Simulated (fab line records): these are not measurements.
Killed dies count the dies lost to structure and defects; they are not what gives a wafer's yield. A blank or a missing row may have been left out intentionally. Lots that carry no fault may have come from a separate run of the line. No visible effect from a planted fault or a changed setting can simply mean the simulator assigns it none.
fab line records    flow n5_finfet
record lots=10  wafers=29  last_day=17
route steps=1938 shown BEOL_M0_SAQP@673 BEOL_M4@1111 PASSIVATION@1936
lots that met no fault: taken from a fault-free run of the same line
start_h: hours from the record's opening day to when the first of the lot's shown wafers began    wait_h: time in hours since the lot's previous step    " same as the row above    L1.1+2: several wafers, shown together as one row    - no value, or no start was given    * or withheld: withheld    < > ~ a bound
route shown NAME@n: NAME is a module with steps in the file, n the number in the route of the first one    usual: the fault-free wafers' mean and standard deviation    same: alike in all rows    chamber/n: place in a boat    sites: each site's reading    _std_site: how widely they spread, as a standard deviation    _edge_site: mean of outer sites minus mean of inner sites    radius_mm: how far each site lies from the wafer's centre    mask NAME#n: copy n    behind: the last tool/chamber to shape the wafer    hold: cause of the lot's hold/its duration in hours/its outcome    device: the n, p or np transistor that did not switch    end of line: the route-end tests of the same wafers    step lacking rows: just its recipe    killed: the dies lost at the first sort to structure and to defects; this is not the yield of the wafer    map: a wafer's dies, marking killed ones x, the rest . and places with no die _
set.NAME: the setting that was run; set.NAME@STEP: the one run at that earlier step    model.NAME: the simulator's own value behind a step, which no gauge read
route steps across a sampled set of lots; one table per step, one row per wafer
services: the hour from which a tool's chamber was out of use, counted from the record's first day as start_h (under 0 if before that day), plus the number of hours and why
## steps
# step N5_BEOL_M0_SAQP_ETCH_107
# recipe chemistry=CH3F/O2  target=SiNx  target_depth_a=300  mask_material=SOC  pressure_mtorr=30  source_w=395  bias_w=73  Ar_flow_sccm=150  CH3F_flow_sccm=30  O2_flow_sccm=20  ion_energy_ev=120
# usual drypump_motor_current_A=5.8/0.33  oes_product_au=0.79/0.075  rf_vpp_V=295/7.7  showerhead_plenum_p_Torr=1.98/0.089  throttle_valve_pct=16.3/0.32
lot.wafer  tool         chamber  start_h  wait_h  drypump_motor_current_A  oes_product_au  rf_hours_counter_h  rf_vpp_V  showerhead_plenum_p_Torr  throttle_valve_pct
L607.2     rie_diel-02  0        119.31   0.0     5.2                      0.76            135                 283       1.98                      16.2
L607.5     "            3        "        "       6.2                      0.88            -                   300       1.96                      16.1
L607.6     "            0        "        "       5.2                      0.77            -                   283       1.99                      16.3
L609.1     rie_diel-05  3        133.93   0.0     5.9                      0.78            137                 314       2.10                      16.7
L609.4     "            2        "        "       6.0                      0.77            -                   291       1.85                      16.0
L609.5     "            0        "        "       5.5                      0.92            -                   297       1.96                      16.0
L611.2     rie_diel-02  3        141.15   0.0     6.2                      0.86            63                  298       1.96                      16.2
L611.4     "            1        "        "       6.0                      0.72            185                 290       1.89                      16.3
L611.6     "            2        "        "       5.6                      0.87            -                   300       2.11                      16.3
L612.2     rie_diel-05  3        146.12   0.0     6.0                      0.77            142                 314       2.10                      16.7
L612.4     "            2        "        "       6.0                      0.76            126                 291       1.85                      16.1
L612.5     "            0        "        "       5.5                      0.90            -                   296       1.96                      16.0
L613.1     rie_diel-06  2        153.57   0.0     5.6                      0.76            143                 296       2.10                      16.2
L613.4     "            3        "        "       6.5                      0.97            4                   289       1.96                      15.8
L613.5     "            2        "        "       5.6                      0.76            -                   295       2.10                      16.2
L619.1     rie_diel-05  1        191.22   0.0     5.5                      0.72            208                 291       1.91                      16.9
L619.4     "            0        "        "       5.5                      0.90            61                  297       1.95                      16.0
L619.6     "            2        "        "       6.0                      0.75            -                   292       1.84                      16.1
L620.1     rie_diel-02  1        195.52   0.0     6.0                      0.70            203                 290       1.88                      16.3
L620.4     "            1        "        "       6.0                      0.71            -                   289       1.88                      16.3
L620.5     "            2        "        "       5.7                      0.85            -                   301       2.11                      16.4
L621.4     rie_diel-06  3        204.44   0.0     6.4                      0.94            18                  290       1.96                      15.8
L621.6     "            0        "        "       6.3                      0.86            -                   290       2.02                      16.3
L624.2     rie_diel-06  1        215.91   0.0     5.8                      0.71            226                 296       1.90                      16.7
L624.4     "            0        "        "       6.3                      0.86            57                  290       2.01                      16.3
L624.5     "            2        "        "       5.6                      0.74            -                   296       2.09                      16.2
L629.1     rie_diel-05  1        250.66   0.0     5.5                      0.70            225                 290       1.90                      16.9
L629.2     "            3        "        "       5.9                      0.74            169                 312       2.09                      16.8
L629.3     "            0        "        "       5.5                      0.86            78                  296       1.95                      16.0
# step N5_BEOL_M0_SAQP_STRIP_108
# recipe chemistry=N2/H2  power_w=500  temp_c=40  pressure_mtorr=50  rf_frequency_hz=6e+07  overash_fraction=0.3  bias_power_w=28  h2_frac=0.5  n2_flow_sccm=300  h2_flow_sccm=300
# usual drypump_motor_current_A=5.8/0.33  oes_product_au=0.79/0.07  power_w=500.0/1.5  rf_vpp_V=121.7/1.1  showerhead_plenum_p_Torr=3.32/0.15  throttle_valve_pct=18.9/0.37
# same overash_fraction=0.3
lot.wafer  tool         chamber  start_h  wait_h  drypump_motor_current_A  oes_product_au  power_w  rf_hours_counter_h  rf_vpp_V  showerhead_plenum_p_Torr  throttle_valve_pct
L607.2     rie_diel-02  0        119.35   0.0     5.2                      0.76            501.5    135                 120.9     3.34                      18.4
L607.5     "            3        "        "       6.2                      0.86            502.2    -                   121.2     3.25                      18.7
L607.6     "            0        "        "       5.3                      0.76            499.5    -                   120.6     3.34                      18.4
L609.1     rie_diel-05  3        133.97   0.0     6.0                      0.80            500.8    137                 122.0     3.50                      19.3
L609.4     "            2        "        "       6.1                      0.77            499.9    -                   119.5     3.12                      18.8
L609.5     "            0        "        "       5.5                      0.90            500.0    -                   121.9     3.27                      18.3
L611.2     rie_diel-02  3        141.19   0.0     6.2                      0.87            500.2    63                  122.0     3.25                      18.7
L611.4     "            1        "        "       6.0                      0.70            499.4    185                 121.5     3.16                      18.9
L611.6     "            2        "        "       5.7                      0.86            500.9    -                   122.9     3.57                      19.0
L612.2     rie_diel-05  3        146.16   0.0     6.0                      0.78            499.1    142                 122.2     3.50                      19.3
L612.4     "            2        "        "       6.0                      0.77            499.9    126                 120.2     3.12                      18.8
L612.5     "            0        "        "       5.5                      0.90            501.9    -                   120.3     3.27                      18.3
L613.1     rie_diel-06  2        153.61   0.0     5.6                      0.78            500.9    144                 123.1     3.52                      19.4
L613.4     "            3        "        "       6.5                      0.95            500.9    4                   121.9     3.31                      18.5
L613.5     "            2        "        "       5.6                      0.77            500.2    -                   121.9     3.52                      19.4
L619.1     rie_diel-05  1        191.26   0.0     5.5                      0.71            500.6    208                 120.9     3.19                      19.5
L619.4     "            0        "        "       5.5                      0.88            498.9    61                  121.8     3.26                      18.3
L619.6     "            2        "        "       6.0                      0.75            499.7    -                   119.8     3.11                      18.9
L620.1     rie_diel-02  1        195.56   0.0     6.0                      0.69            499.8    203                 120.3     3.16                      18.9
L620.4     "            1        "        "       6.0                      0.69            501.5    -                   121.3     3.16                      18.9
L620.5     "            2        "        "       5.7                      0.84            497.2    -                   122.1     3.56                      19.1
L621.4     rie_diel-06  3        204.48   0.0     6.5                      0.91            499.1    18                  121.0     3.30                      18.6
L621.6     "            0        "        "       6.3                      0.87            497.8    -                   122.7     3.40                      18.8
L624.2     rie_diel-06  1        215.95   0.0     5.8                      0.72            498.7    226                 121.7     3.18                      19.1
L624.4     "            0        "        "       6.3                      0.87            499.6    57                  122.1     3.40                      18.8
L624.5     "            2        "        "       5.6                      0.75            499.9    -                   120.7     3.51                      19.5
L629.1     rie_diel-05  1        250.70   0.0     5.5                      0.71            500.1    225                 122.2     3.18                      19.5
L629.2     "            3        "        "       6.0                      0.76            497.9    169                 121.5     3.49                      19.3
L629.3     "            0        "        "       5.5                      0.85            499.8    78                  121.1     3.25                      18.3
# step N5_BEOL_M0_SAQP_RECESS_109
# recipe chemistry=HF/NH3  target=SiO2  target_depth_a=30  afs_cycles=1  temp_c=30  sublimation_temp_c=180  sublimation_time_s=60
# usual afs_cycles=1/0  drypump_motor_current_A=5.9/0.62
lot.wafer  tool           chamber  start_h  wait_h  afs_cycles  drypump_motor_current_A
L607.2     vapor_etch-02  1        119.41   0.0     1           5.6
L607.5     "              0        "        "       1           6.7
L607.6     "              1        "        "       1           5.6
L609.1     vapor_etch-02  0        134.04   0.0     1           6.6
L609.4     "              0        "        "       1           6.7
L609.5     "              1        "        "       1           5.6
L611.2     vapor_etch-01  1        141.25   0.0     -           -
L611.4     "              1        "        "       -           -
L611.6     "              0        "        "       -           -
L612.2     vapor_etch-02  0        146.23   0.0     -           -
L612.4     "              1        "        "       -           -
L612.5     "              0        "        "       -           -
L613.1     vapor_etch-01  1        153.67   0.0     -           -
L613.4     "              0        "        "       -           -
L613.5     "              0        "        "       -           -
L619.1     vapor_etch-01  0        191.32   0.0     1           5.2
L619.4     "              1        "        "       1           6.4
L619.6     "              1        "        "       1           6.4
L620.1     vapor_etch-02  1        195.62   0.0     1           5.6
L620.4     "              0        "        "       1           6.7
L620.5     "              1        "        "       1           5.6
L621.4     vapor_etch-02  1        204.58   0.1     1           5.6
L621.6     "              1        "        "       1           5.6
L624.2     vapor_etch-01  1        216.01   0.0     1           6.4
L624.4     "              0        "        "       1           5.1
L624.5     "              0        "        "       1           5.2
L629.1     vapor_etch-01  0        250.76   0.0     1           5.2
L629.2     "              1        "        "       1           6.4
L629.3     "              0        "        "       1           5.2
# step N5_BEOL_M0_SAQP_CD_MEAS_29
# recipe target_cd_nm=14.4  landing_energy_ev=1000  detector=se_inlens
# usual cd_nm=15.07/0.23
lot.wafer  tool       chamber  start_h  wait_h  cd_nm
L607.2     cd_sem-02  0        120.53   0.1     14.73
L607.5     "          0        "        "       15.37
L607.6     "          0        "        "       15.13
L609.1     cd_sem-02  0        134.93   0.1     15.02
L609.4     "          0        "        "       15.08
L609.5     "          0        "        "       15.06
L611.2     cd_sem-01  0        143.31   0.1     15.14
L611.4     "          0        "        "       15.59
L611.6     "          0        "        "       15.16
L612.2     cd_sem-02  0        147.12   0.1     14.91
L612.4     "          0        "        "       14.83
L612.5     "          0        "        "       14.40
L613.1     cd_sem-01  0        154.56   0.1     15.31
L613.4     "          0        "        "       15.11
L613.5     "          0        "        "       15.40
L619.1     cd_sem-03  0        193.29   0.1     15.03
L619.4     "          0        "        "       15.37
L619.6     "          0        "        "       15.11
L620.1     cd_sem-01  0        196.51   0.1     15.38
L620.4     "          0        "        "       15.02
L620.5     "          0        "        "       14.91
L621.4     cd_sem-03  0        205.44   0.1     14.92
L621.6     "          0        "        "       14.93
L624.2     cd_sem-01  0        216.90   0.1     15.41
L624.4     "          0        "        "       15.09
L624.5     "          0        "        "       15.00
L629.1     cd_sem-02  0        251.65   0.1     15.10
L629.2     "          0        "        "       15.03
L629.3     "          0        "        "       14.94
# step N5_BEOL_M4_RC_MEAS_101
# usual DIBL_N=36.2/2  DIBL_P=36.1/2.4  IOFF_N=0.16/0.035  IOFF_P=0.22/0.041  ION_N=675/14  ION_P=465/8.6  SS_N=71.5/0.64  SS_P=73.2/0.76  VT_N=250/3.9  VT_P=-249/3.4
lot.wafer  tool       chamber  start_h  wait_h  DIBL_N[mV/V]  DIBL_P[mV/V]  IOFF_N[nA/um]  IOFF_P[nA/um]  ION_N[uA/um]  ION_P[uA/um]  SS_N[mV/dec]  SS_P[mV/dec]  VT_N[mV]  VT_P[mV]
L607.2     prober-01  0        191.76   0.2     34.7          37.9          0.14           0.24           670           471           70.7          73.3          253       -247
L607.5     "          0        "        "       35.5          37.3          0.15           0.23           667           460           71.5          73.1          252       -249
L607.6     "          0        "        "       35.6          38.7          0.15           0.26           663           470           71.1          74.4          251       -245
L609.1     prober-02  0        196.07   0.0     36.6          35.9          0.18           0.23           688           476           71.7          73.7          245       -248
L609.4     "          0        "        "       35.0          33.7          0.14           0.18           659           447           71.1          72.8          251       -252
L609.5     "          0        "        "       37.3          37.3          0.20           0.25           688           469           71.7          74.3          241       -246
L612.2     prober-01  0        206.14   0.2     34.8          34.5          0.13           0.20           665           456           71.7          72.6          248       -251
L612.4     "          0        "        "       35.7          36.2          0.16           0.22           680           470           71.5          73.6          248       -246
L612.5     "          0        "        "       35.7          36.0          0.16           0.23           675           476           71.6          72.8          249       -249
L611.2     prober-02  0        209.19   0.2     38.1          38.2          0.18           0.24           681           465           72.1          74.5          247       -249
L611.4     "          0        "        "       38.1          38.2          0.17           0.24           670           457           72.8          73.7          251       -247
L611.6     "          0        "        "       37.6          37.4          0.17           0.23           672           463           72.0          73.8          248       -251
L613.1     prober-01  0        225.70   0.0     38.1          38.1          0.19           0.27           684           475           71.7          73.3          246       -244
L613.4     "          0        "        "       35.5          34.8          0.14           0.23           669           472           71.5          72.6          253       -249
L613.5     "          0        "        "       39.5          39.4          0.23           0.31           694           474           72.5          74.0          246       -245
L619.1     prober-01  0        255.86   0.0     37.1          38.2          0.16           0.24           678           467           71.9          73.2          249       -248
L619.4     "          0        "        "       35.0          35.3          0.13           0.19           661           461           71.2          72.9          254       -249
L619.6     "          0        "        "       36.6          38.1          0.16           0.23           679           472           71.1          73.7          251       -248
L620.1     prober-01  0        262.25   0.0     38.9          38.2          0.21           0.26           693           479           72.0          73.1          242       -246
L620.4     "          0        "        "       39.1          38.8          0.21           0.28           697           473           71.6          74.4          247       -244
L620.5     "          0        "        "       36.9          34.9          0.16           0.22           672           459           71.2          74.1          247       -249
L621.4     prober-02  0        264.66   0.5     37.6          37.2          0.17           0.23           680           462           72.6          73.5          250       -247
L621.6     "          0        "        "       33.6          33.2          0.12           0.18           682           476           70.6          71.9          253       -250
L624.2     prober-01  0        272.26   0.2     37.2          38.9          0.16           0.20           670           458           71.8          73.8          249       -255
L624.4     "          0        "        "       36.1          38.3          0.16           0.20           680           470           71.5          73.7          249       -251
L624.5     "          0        "        "       37.1          38.6          0.17           0.21           685           465           72.0          73.9          251       -250
L629.1     prober-01  0        314.81   0.0     36.4          36.3          0.15           0.18           654           446           71.6          73.3          257       -255
L629.2     "          0        "        "       36.0          36.5          0.14           0.18           671           454           71.5          73.3          254       -254
L629.3     "          0        "        "       33.9          33.8          0.12           0.16           669           458           70.8          71.7          254       -256
# step N5_PASSIVATION_PROBE_49
# usual defect_limited_yield=91.1/1.4  killed_at_M0_to_M3=36/9.9  killed_at_M4_up=13/5.8  killed_at_contacts=14/5.9  killed_at_front_end=39/11  killed_at_other=3.4/2.9  killed_dies=105/17  killed_on_rim=15/3.9  killed_open=70/13  killed_short=34/7.3  sort_bin_5_function=5.3/1  sort_bin_6_memory=3.3/0.62  sort_n_pass=1075/17  sort_yield_pct=91.1/1.4
# same gross_dies=1180  killed_at_back_side=0  sort_bin_4_leakage[%]=0  sort_bin_8_speed[%]=0
lot.wafer  tool       chamber  start_h  wait_h  defect_limited_yield[%]  killed_at_M0_to_M3  killed_at_M4_up  killed_at_contacts  killed_at_front_end  killed_at_other  killed_dies  killed_on_rim  killed_open  killed_short  sort_bin_5_function[%]  sort_bin_6_memory[%]  sort_n_pass  sort_yield_pct[%]
L607.2     prober-02  -        294.06   0.1     90.6                     43                  9                9                   42                   8                111          15             78           33            5.1                     4.2                   1069         90.6
L607.5     prober-02  -        294.21   0.2     89.5                     55                  8                9                   48                   4                124          16             87           37            7.3                     3.1                   1056         89.5
L607.6     prober-02  -        294.26   0.3     93.3                     33                  11               10                  23                   2                79           6              51           28            3.3                     3.1                   1101         93.3
L609.1     prober-01  -        297.32   0.0     90.3                     36                  5                17                  54                   3                115          15             77           38            5.3                     4.3                   1065         90.3
L609.4     prober-01  -        297.47   0.2     92.7                     29                  6                14                  37                   0                86           14             61           25            4.7                     2.3                   1094         92.7
L609.5     prober-01  -        297.52   0.2     91.8                     44                  5                6                   41                   1                97           17             67           30            4.7                     3.1                   1083         91.8
L612.2     prober-02  -        314.62   0.1     87.2                     48                  17               23                  61                   2                151          22             115          33            7.9                     4.7                   1029         87.2
L612.4     prober-02  -        314.72   0.2     88.6                     55                  16               13                  49                   1                134          18             96           36            7.7                     3.2                   1046         88.6
L612.5     prober-02  -        314.77   0.2     90.2                     39                  11               9                   55                   2                116          17             80           36            5.6                     4.0                   1064         90.2
L611.2     prober-02  -        320.27   0.1     90.9                     30                  19               9                   44                   5                107          13             63           44            5.0                     4.0                   1073         90.9
L611.4     prober-02  -        320.37   0.2     91.0                     30                  11               13                  47                   5                106          12             77           29            5.5                     3.4                   1074         91.0
L611.6     prober-02  -        320.47   0.3     91.9                     41                  11               7                   30                   6                95           15             62           33            4.7                     3.0                   1085         91.9
L619.1     prober-02  -        353.23   0.1     90.0                     34                  11               29                  41                   3                118          15             64           53            7.0                     2.4                   1062         90.0
L619.4     prober-02  -        353.38   0.2     91.3                     19                  7                34                  42                   1                103          14             61           42            5.8                     2.5                   1077         91.3
L619.6     prober-02  -        353.48   0.3     91.1                     41                  11               15                  38                   0                105          14             67           37            5.3                     3.6                   1075         91.1
L621.4     prober-01  -        363.33   0.2     90.6                     45                  6                10                  49                   1                111          14             60           48            5.6                     3.5                   1069         90.6
L621.6     prober-01  -        363.43   0.3     92.6                     39                  9                13                  26                   0                87           8              60           26            4.0                     3.1                   1093         92.6
L620.1     prober-02  -        384.58   0.0     91.9                     30                  11               11                  40                   3                95           11             70           25            5.3                     2.8                   1085         91.9
L620.4     prober-02  -        384.73   0.2     91.5                     35                  12               18                  31                   4                100          9              70           30            4.7                     3.3                   1080         91.5
L620.5     prober-02  -        384.78   0.2     91.1                     44                  11               14                  31                   5                105          11             73           30            4.8                     3.8                   1075         91.1
L624.2     prober-01  -        390.70   0.1     87.8                     43                  14               17                  64                   6                144          23             86           53            7.3                     4.6                   1036         87.8
L624.4     prober-01  -        390.80   0.2     88.9                     28                  9                19                  72                   3                131          13             85           46            7.9                     2.8                   1049         88.9
L624.5     prober-01  -        390.85   0.2     90.3                     38                  8                8                   60                   1                115          18             68           43            4.7                     4.6                   1065         90.3
L629.1     prober-02  -        414.09   0.0     91.4                     34                  8                14                  39                   7                102          18             57           45            4.3                     3.7                   1078         91.4
L629.2     prober-02  -        414.14   0.1     91.8                     34                  10               9                   41                   3                97           15             64           33            4.7                     3.5                   1083         91.8
L629.3     prober-02  -        414.19   0.1     91.8                     32                  5                10                  41                   9                97           13             56           39            5.5                     2.4                   1083         91.8
# killed by level:class
L607.2 STI_FIN_REVEAL:geometric_particle:open=18 BEOL_M0_SAQP:geometric_particle:short=14 BEOL_M3:geometric_particle:open=10 DUMMY_GATE:geometric_particle:open=8 MOL_CONTACT_COAG:geometric_particle:open=8 BEOL_M0_SAQP:geometric_particle:open=7 BEOL_M0:geometric_particle:open=5 STI_FIN_REVEAL:geometric_particle:short=4
L607.5 STI_FIN_REVEAL:geometric_particle:open=18 BEOL_M0_SAQP:geometric_particle:open=14 BEOL_M0:geometric_particle:open=11 BEOL_M0_SAQP:geometric_particle:short=9 BEOL_M2:geometric_particle:open=7 MOL_CONTACT_COAG:geometric_particle:open=6 BEOL_M2:geometric_particle:short=5 BEOL_M3:geometric_particle:open=5
L607.6 BEOL_M3:geometric_particle:open=8 BEOL_M2:geometric_particle:open=7 MOL_CONTACT_COAG:geometric_particle:open=6 BEOL_M0_SAQP:geometric_particle:short=6 BEOL_M3:geometric_particle:short=5 STI_FIN_REVEAL:geometric_particle:open=5 STI_FIN_REVEAL:geometric_particle:short=4 MOL_CONTACT_COAG:geometric_particle:short=4
L609.1 STI_FIN_REVEAL:geometric_particle:open=21 MOL_CONTACT_COAG:geometric_particle:open=15 BEOL_M3:geometric_particle:open=8 FIN_SAQP:geometric_particle:open=7 BEOL_M1:geometric_particle:open=7 FIN_SAQP:geometric_particle:short=6 BEOL_M3:geometric_particle:short=5 DUMMY_GATE:geometric_particle:open=4
L609.4 MOL_CONTACT_COAG:geometric_particle:open=12 BEOL_M3:geometric_particle:open=11 FIN_SAQP:geometric_particle:open=9 FIN_SAQP:geometric_particle:short=7 STI_FIN_REVEAL:geometric_particle:open=6 BEOL_M0_SAQP:geometric_particle:open=5 BEOL_M0_SAQP:geometric_particle:short=5 FIN_CUT:geometric_particle:short=3
L609.5 BEOL_M1:geometric_particle:open=10 BEOL_M3:geometric_particle:open=9 FIN_SAQP:geometric_particle:open=8 BEOL_M2:geometric_particle:open=7 BEOL_M0_SAQP:geometric_particle:short=7 BEOL_M0_SAQP:geometric_particle:open=7 FIN_SAQP:geometric_particle:short=5 STI_FIN_REVEAL:geometric_particle:open=5
L612.2 FIN_SAQP:geometric_particle:open=26 MOL_CONTACT_COAG:geometric_particle:open=20 BEOL_M1:geometric_particle:open=18 FIN_SAQP:geometric_particle:short=11 STI_FIN_REVEAL:geometric_particle:open=10 BEOL_M4:geometric_particle:open=9 BEOL_M3:geometric_particle:open=8 BEOL_M0_SAQP:geometric_particle:open=5
L612.4 FIN_SAQP:geometric_particle:open=18 MOL_CONTACT_COAG:geometric_particle:open=12 BEOL_M0:geometric_particle:open=10 STI_FIN_REVEAL:geometric_particle:open=9 BEOL_M0_SAQP:geometric_particle:open=9 BEOL_M0_SAQP:geometric_particle:short=8 BEOL_M2:geometric_particle:open=7 BEOL_M1:geometric_particle:open=7
L612.5 FIN_SAQP:geometric_particle:open=21 BEOL_M1:geometric_particle:open=11 FIN_SAQP:geometric_particle:short=9 MOL_CONTACT_COAG:geometric_particle:open=8 BEOL_M0_SAQP:geometric_particle:open=8 GATE_CUT:geometric_particle:open=7 BEOL_M0_SAQP:geometric_particle:short=7 BEOL_M3:geometric_particle:open=5
L611.2 BEOL_M0_SAQP:geometric_particle:short=14 STI_FIN_REVEAL:geometric_particle:open=12 FIN_SAQP:geometric_particle:open=10 MOL_CONTACT_COAG:geometric_particle:open=7 BEOL_M0_SAQP:geometric_particle:open=6 FIN_SAQP:geometric_particle:short=5 BEOL_M5:geometric_particle:short=5 BEOL_M8:geometric_particle:open=4
L611.4 DUMMY_GATE:geometric_particle:open=13 FIN_SAQP:geometric_particle:open=12 MOL_CONTACT_COAG:geometric_particle:open=10 BEOL_M0_SAQP:geometric_particle:short=9 BEOL_M0_SAQP:geometric_particle:open=7 BEOL_M3:geometric_particle:open=7 FIN_SAQP:geometric_particle:short=6 BEOL_M4:geometric_particle:open=6
L611.6 BEOL_M3:geometric_particle:open=10 FIN_SAQP:geometric_particle:open=8 BEOL_M0_SAQP:geometric_particle:short=8 FIN_SAQP:geometric_particle:short=6 DUMMY_GATE:geometric_particle:open=6 BEOL_M2:geometric_particle:open=6 STI_FIN_REVEAL:geometric_particle:open=5 MOL_CONTACT_COAG:geometric_particle:open=5
L619.1 MOL_CONTACT_COAG:geometric_particle:open=20 FIN_SAQP:geometric_particle:short=18 MOL_CONTACT_COAG:geometric_particle:short=9 BEOL_M0_SAQP:geometric_particle:short=7 STI_FIN_REVEAL:geometric_particle:open=7 BEOL_M2:geometric_particle:open=7 BEOL_M1:geometric_particle:open=6 BEOL_M0_SAQP:geometric_particle:open=4
L619.4 MOL_CONTACT_COAG:geometric_particle:open=25 FIN_SAQP:geometric_particle:short=16 FIN_SAQP:geometric_particle:open=12 MOL_CONTACT_COAG:geometric_particle:short=9 BEOL_M0_SAQP:geometric_particle:open=5 BEOL_M0_SAQP:geometric_particle:short=4 GATE_CUT:geometric_particle:short=3 BEOL_M1:geometric_particle:open=3
L619.6 MOL_CONTACT_COAG:geometric_particle:open=13 BEOL_M2:geometric_particle:open=12 BEOL_M3:geometric_particle:open=10 BEOL_M0_SAQP:geometric_particle:short=8 FIN_SAQP:geometric_particle:open=7 FIN_SAQP:geometric_particle:short=7 DUMMY_GATE:geometric_particle:open=5 GATE_CUT:geometric_particle:short=4
L621.4 BEOL_M0_SAQP:geometric_particle:short=13 FIN_SAQP:geometric_particle:short=11 STI_FIN_REVEAL:geometric_particle:open=10 BEOL_M0_SAQP:geometric_particle:open=8 BEOL_M2:geometric_particle:open=8 FIN_SAQP:geometric_particle:open=7 MOL_CONTACT_COAG:geometric_particle:open=7 STI_FIN_REVEAL:geometric_particle:short=6
L621.6 BEOL_M1:geometric_particle:open=13 BEOL_M0_SAQP:geometric_particle:open=9 MOL_CONTACT_COAG:geometric_particle:open=9 GATE_CUT:geometric_particle:short=7 BEOL_M2:geometric_particle:open=6 DUMMY_GATE:geometric_particle:open=5 FIN_SAQP:geometric_particle:short=4 STI_FIN_REVEAL:geometric_particle:open=4
L620.1 MOL_CONTACT_COAG:geometric_particle:open=10 FIN_SAQP:geometric_particle:open=9 DUMMY_GATE:geometric_particle:open=9 BEOL_M2:geometric_particle:open=9 BEOL_M0_SAQP:geometric_particle:short=7 STI_FIN_REVEAL:geometric_particle:open=7 BEOL_M0_SAQP:geometric_particle:open=7 FIN_SAQP:geometric_particle:short=5
L620.4 MOL_CONTACT_COAG:geometric_particle:open=16 DUMMY_GATE:geometric_particle:open=13 BEOL_M0_SAQP:geometric_particle:short=8 BEOL_M3:geometric_particle:open=7 BEOL_M0_SAQP:geometric_particle:open=6 STI_FIN_REVEAL:geometric_particle:open=5 BEOL_M2:geometric_particle:open=5 BEOL_M1:geometric_particle:open=4
L620.5 MOL_CONTACT_COAG:geometric_particle:open=13 BEOL_M2:geometric_particle:open=13 BEOL_M0_SAQP:geometric_particle:open=9 BEOL_M3:geometric_particle:open=8 BEOL_M0_SAQP:geometric_particle:short=8 FIN_SAQP:geometric_particle:open=7 STARTING-WAFER:geometric_particle:open=5 BEOL_M4:geometric_particle:open=4
L624.2 FIN_SAQP:geometric_particle:short=14 MOL_CONTACT_COAG:geometric_particle:open=14 BEOL_M0_SAQP:geometric_particle:short=11 BEOL_M0_SAQP:geometric_particle:open=11 GATE_CUT:geometric_particle:short=9 FIN_SAQP:geometric_particle:open=8 BEOL_M1:geometric_particle:open=7 DUMMY_GATE:geometric_particle:open=6
L624.4 MOL_CONTACT_COAG:geometric_particle:open=17 FIN_SAQP:geometric_particle:short=16 STI_FIN_REVEAL:geometric_particle:open=15 FIN_SAQP:geometric_particle:open=12 DUMMY_GATE:geometric_particle:open=7 BEOL_M0_SAQP:geometric_particle:open=7 BEOL_M1:geometric_particle:open=5 GATE_CUT:geometric_particle:open=5
L624.5 FIN_SAQP:geometric_particle:short=20 STI_FIN_REVEAL:geometric_particle:open=11 BEOL_M0_SAQP:geometric_particle:open=10 BEOL_M1:geometric_particle:open=8 MOL_CONTACT_COAG:geometric_particle:open=7 GATE_CUT:geometric_particle:short=6 BEOL_M3:geometric_particle:open=6 STARTING-WAFER:geometric_particle:open=5
L629.1 STI_FIN_REVEAL:geometric_particle:open=12 MOL_CONTACT_COAG:geometric_particle:open=12 FIN_SAQP:geometric_particle:short=11 BEOL_M0_SAQP:geometric_particle:short=11 BEOL_M0_SAQP:geometric_particle:open=9 BEOL_M0:geometric_particle:open=7 FIN_SAQP:geometric_particle:open=5 GATE_CUT:geometric_particle:short=4
L629.2 STI_FIN_REVEAL:geometric_particle:open=11 FIN_SAQP:geometric_particle:short=10 BEOL_M0_SAQP:geometric_particle:open=10 MOL_CONTACT_COAG:geometric_particle:open=8 BEOL_M0_SAQP:geometric_particle:short=8 FIN_SAQP:geometric_particle:open=5 BEOL_M0:geometric_particle:open=5 BEOL_M3:geometric_particle:open=4
L629.3 FIN_SAQP:geometric_particle:open=12 FIN_SAQP:geometric_particle:short=10 MOL_CONTACT_COAG:geometric_particle:open=10 BEOL_M0_SAQP:geometric_particle:short=10 BEOL_M0_SAQP:geometric_particle:open=7 BEOL_M1:geometric_particle:open=6 GATE_CUT:geometric_particle:short=5 STI_FIN_REVEAL:geometric_particle:open=4
## services
tool         chamber  start_h  hours  kind
rie_diel-06  3        114.49   7.7    repair
rie_diel-06  3        122.23   -      clean
rie_diel-06  3        122.23   -      consumable_replace:focus_ring
rie_diel-06  3        122.23   20.7   scheduled_down
rie_diel-06  3        122.23   20.7   vent_cycle
rie_diel-05  1        130.42   3.7    repair
rie_diel-02  3        192.97   4.2    repair
rie_diel-02  2        230.43   75.0   repair
## key
first_sign step=N5_BEOL_M0_SAQP_RECESS_109  reading=tool_record  direction=missing
effect none on later readings
met_at N5_BEOL_M0_SAQP_RECESS_109
struck_lots L611,L612,L613
rows_end L613.1,L613.4,L613.5
not_acting_at N5_BEOL_M0_SAQP_ETCH_107,N5_BEOL_M0_SAQP_STRIP_108,N5_BEOL_M0_SAQP_CD_MEAS_29
onset_between 134.04 141.25
fault kind=skipped_step_whole  tool=vapor_etch-01,vapor_etch-02  chamber=-  onset_h=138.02  steps=N5_BEOL_M0_SAQP_RECESS_109  scope=struck_lots_only
# rows_end: these wafers met a further fault down the route, and their rows from its step on are left out
